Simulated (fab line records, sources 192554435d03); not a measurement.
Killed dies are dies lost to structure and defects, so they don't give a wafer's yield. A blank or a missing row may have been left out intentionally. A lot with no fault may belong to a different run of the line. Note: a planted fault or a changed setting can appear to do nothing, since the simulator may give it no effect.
fab line records	flow n5Finfet
[record] lots = 7	wafers = 39
route steps=1938 shown FIN_SAQP@138 DUMMY_GATE@250 HKMG_FIN@402 GATE_CUT@484 MOL_CONTACT_COAG@586 BEOL_M4@1111
startH: hours from the record's first day to the start of the lot's first wafer shown	waitH: how many hours have passed since the lot's step before this one	" repeats the value in the row above	L1.1+2: one row covering several wafers at once	- value missing, or start not given	* or withheld: withheld	< > ~ a bound
route shown NAME@n: a module of which the file shows steps, and the number in the route of the first	usual: average and standard deviation across the fault-free wafers	same: alike in all rows	chamber/n: place in a boat	sites: the reading at each site	_std_site: how widely they spread, as a standard deviation	_edge_site: the outer-site mean with the inner-site mean subtracted	radiusMm: how far each site lies from the wafer's centre	mask NAME#n: copy n	behind: the tool/chamber that last shaped the wafer	hold: the reason the lot was held/the length of the hold in hours/how it ended	device: transistor that didn't switch, given as n, p or np	end of line: the route-end tests of the same wafers	a step without rows: its recipe alone	killed: not the wafer's yield, but the dies lost to structure and defects at the first sort	map: a wafer's dies, x killed, . not, _ none there
set.NAME: the run value of the setting; set.NAME@STEP: its run value at that earlier step	model.NAME: the simulator's own value behind a step, which no gauge read
one table per step and one row per wafer, for lots whose settings were changed on purpose
[[steps]]
[step N5_FIN_SAQP_SPACER2_ALD_28]
[recipe] material = SiO2	targetThkA = 81	tempC = 300	aldPrecursorFamily = BDEAS	aldCoReactant = O2-plasma	pulseTimeS = 1	purgeTimeS = 2	coReactantPurgeTimeS = 2	pressureTorr = 2
[step N5_DUMMY_GATE_ETCH_42]
[recipe] chemistry = CHF3/O2	target = SiO2	targetDepthA = 35	timeS = 31	ionEnergyEv = 30	biasW = 12	pressureMtorr = 30	sourceW = 600	Ar_flow_sccm = 200	CHF3_flow_sccm = 50	O2_flow_sccm = 5
[step N5_HKMG_FIN_ETCH_54]
[recipe] chemistry = CF4	target = SiARC	targetDepthA = 455	maskMaterial = CAR-ArF	timeS = 75.8	ionEnergyEv = 80	pressureMtorr = 40	sourceW = 545	biasW = 36	Ar_flow_sccm = 100	cf4FlowSccm = 100	ends = cleared
[step N5_HKMG_FIN_EXPOSE_09]
[recipe] maskId = NWFM	na = 1.35	sourceShape = conventional	sigmaOuter = 0.8	polarization = unpolarized	doseMj = 39.25
[step N5_HKMG_FIN_ETCH_67]
[recipe] chemistry = N2/H2	target = SOC	targetDepthA = 3889	stopOn = TiN	ionEnergyEv = 100	biasW = 61	pressureMtorr = 30	sourceW = 850	n2FlowSccm = 200	h2FlowSccm = 200
[step N5_GATE_CUT_EXPOSE_10]
[recipe] maskId = GATE_CUT	na = 0.33	sourceShape = annular	sigmaInner = 0.35	sigmaOuter = 0.8	polarization = unpolarized	targetCdNm = 20	doseMj = 43.25
[step N5_MOL_CONTACT_COAG_VIA_ETCH_46]
[recipe] chemistry = C4F6/O2	targetDepthA = 460	overetchA = 92	maskMaterial = SOC	target = SiO2	biasW = 455	pressureMtorr = 10	timeS = 40	sourceW = 325	Ar_flow_sccm = 300	C4F6_flow_sccm = 10	O2_flow_sccm = 10	ionEnergyEv = 575.3	ends = endPoint
[step N5_BEOL_M4_RC_MEAS_101]
[usual] IOFF_N_LIN = 0.075/0.0087	VT_N = 249.7/2.6	VT_N_LVT = 98.2/2.7	VT_P_LVT = -98.3/2.3
lot.wafer	tool	chamber	startH	waitH	set.targetThkA@FIN_SAQP_SPACER2_ALD_28	set.biasW@DUMMY_GATE_ETCH_42	set.biasW@HKMG_FIN_ETCH_54	set.doseMj@HKMG_FIN_EXPOSE_09	set.targetDepthA@HKMG_FIN_ETCH_67	set.doseMj@GATE_CUT_EXPOSE_10	set.targetDepthA@MOL_CONTACT_COAG_VIA_ETCH_46	IOFF_N_LIN[nA/um]	VT_N[mV]	VT_N_LVT[mV]	VT_P_LVT[mV]
L078.3	prober-02	0	211.48	0.3	81	12	36	39.25	3889	43.25	460	0.081	246.1	94.7	-98.6
L078.4	"	0	"	"	81	12	36	39.25	3889	43.25	460	0.082	247.6	95.9	-97.2
L078.6	"	0	"	"	81	12	36	39.25	3889	43.25	460	0.084	246.8	94.8	-96.9
L081.1	prober-01	0	213.01	0.0	85.73	12	36	39.25	3889	41.4	419.2	0.100	243.6	90.9	-96.0
L081.2	"	0	"	"	81	12.96	36	39.25	3889	43.25	460	0.069	252.3	97.8	-100.8
L081.3	"	0	"	"	85.73	12.96	41.1	39.25	3889	43.25	419.2	0.107	244.4	91.1	-95.3
L081.4	"	0	"	"	81	12	41.1	39.25	3889	41.4	419.2	0.081	246.6	95.1	-99.2
L081.5	"	0	"	"	81	12.96	36	39.25	3889	41.4	460	0.070	250.3	98.6	-99.8
L081.6	"	0	"	"	85.73	12	41.1	39.25	3889	43.25	460	0.112	242.2	88.8	-95.3
L082.1	prober-01	0	214.70	0.0	88.44	12	36	39.25	4251	45.88	460	0.106	240.9	91.3	-91.5
L082.2	"	0	"	"	88.44	12	36	36.32	3889	43.25	460	0.137	238.0	86.5	-89.0
L082.3	"	0	"	"	81	12	36	36.32	4251	43.25	460	0.074	249.0	98.4	-96.4
L082.4	"	0	"	"	81	14.05	36	36.32	3889	45.88	460	0.064	251.9	101.1	-97.9
L082.5	"	0	"	"	88.44	14.05	36	39.25	4251	45.88	460	0.121	239.8	89.3	-90.1
L082.6	"	0	"	"	81	14.05	36	39.25	3889	43.25	460	0.069	248.6	100.8	-98.1
L083.1	prober-02	0	240.24	0.0	81	12	36	36.29	4142	41.78	497.5	0.075	251.4	99.9	-99.6
L083.2	"	0	"	"	81	10.16	29.89	36.29	4142	43.25	497.5	0.083	248.2	99.0	-97.1
L083.3	"	0	"	"	81	10.16	36	39.25	3889	43.25	497.5	0.073	250.4	99.1	-100.1
L083.4	"	0	"	"	89.56	12	29.89	39.25	3889	43.25	460	0.153	236.7	85.3	-88.7
L083.5	"	0	"	"	89.56	12	36	39.25	4142	41.78	460	0.126	239.1	88.7	-93.0
L083.6	"	0	"	"	89.56	10.16	29.89	36.29	3889	41.78	460	0.155	239.0	84.7	-89.7
L089.1	prober-01	0	279.25	0.0	81	12	36	39.25	3889	44.98	460	0.078	249.6	95.7	-99.3
L089.2	"	0	"	"	81	13.81	36	39.25	3889	43.25	460	0.083	246.5	96.1	-98.8
L089.3	"	0	"	"	81	12	31.63	39.25	3889	43.25	460	0.079	248.6	96.6	-99.3
L089.4	"	0	"	"	81	13.81	31.63	39.25	3889	43.25	460	0.086	247.1	94.2	-98.2
L089.5	"	0	"	"	81	13.81	31.63	39.25	3889	44.98	460	0.079	248.3	96.5	-98.5
L089.6	"	0	"	"	81	12	36	39.25	3889	44.98	460	0.081	249.0	96.2	-100.1
L094.1	prober-02	0	290.68	0.0	81	10.99	36	36.65	3889	43.25	460	0.081	250.5	97.8	-96.9
L094.2	"	0	"	"	81	12	36	36.65	3455	43.25	493.9	0.076	249.7	97.6	-98.8
L094.3	"	0	"	"	74.68	10.99	36	36.65	3455	45.6	493.9	0.047	258.4	107.4	-103.9
L094.4	"	0	"	"	81	12	36	39.25	3455	45.6	460	0.082	246.7	97.7	-97.1
L094.5	"	0	"	"	74.68	12	36	39.25	3889	43.25	460	0.052	257.9	106.3	-102.9
L094.6	"	0	"	"	74.68	10.99	36	39.25	3889	45.6	493.9	0.051	256.9	106.4	-102.5
L096.1	prober-02	0	310.36	0.0	81	12	29.97	38.39	3889	43.25	460	0.078	250.1	98.0	-96.9
L096.2	"	0	"	"	90.75	14.25	36	38.39	3889	43.25	460	0.127	237.8	87.4	-90.6
L096.3	"	0	"	"	81	14.25	36	39.25	3683	43.25	460	0.071	250.0	99.9	-97.0
L096.4	"	0	"	"	81	14.25	29.97	39.25	3889	44.82	460	0.066	250.4	102.4	-99.4
L096.5	"	0	"	"	90.75	12	29.97	39.25	3683	44.82	460	0.140	237.0	86.4	-89.9
L096.6	"	0	"	"	90.75	12	36	38.39	3683	44.82	460	0.128	238.0	88.2	-90.9
[[key]]
[split] step = N5_FIN_SAQP_SPACER2_ALD_28	setting = targetThkA	statedAs = 81
[response] step = N5_BEOL_M4_RC_MEAS_101	reading = VT_N_LVT	slope = -1.13	per = 1%	togetherWith = all	explained = 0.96
[response] step = N5_BEOL_M4_RC_MEAS_101	reading = VT_N	slope = -1.06	per = 1%	togetherWith = all	explained = 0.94
[response] step = N5_BEOL_M4_RC_MEAS_101	reading = IOFF_N_LIN	slope = +0.00516	per = 1%	togetherWith = all	explained = 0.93
[response] step = N5_BEOL_M4_RC_MEAS_101	reading = VT_P_LVT	slope = +0.694	per = 1%	togetherWith = all	explained = 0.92
[split] step = N5_DUMMY_GATE_ETCH_42	setting = biasW	statedAs = 12
response none clear
[split] step = N5_HKMG_FIN_ETCH_54	setting = biasW	statedAs = 36
response none clear
[split] step = N5_HKMG_FIN_EXPOSE_09	setting = doseMj	statedAs = 39.25
response none clear
[split] step = N5_HKMG_FIN_ETCH_67	setting = targetDepthA	statedAs = 3889
response none clear
[split] step = N5_GATE_CUT_EXPOSE_10	setting = doseMj	statedAs = 43.25
response none clear
[split] step = N5_MOL_CONTACT_COAG_VIA_ETCH_46	setting = targetDepthA	statedAs = 460
response none clear
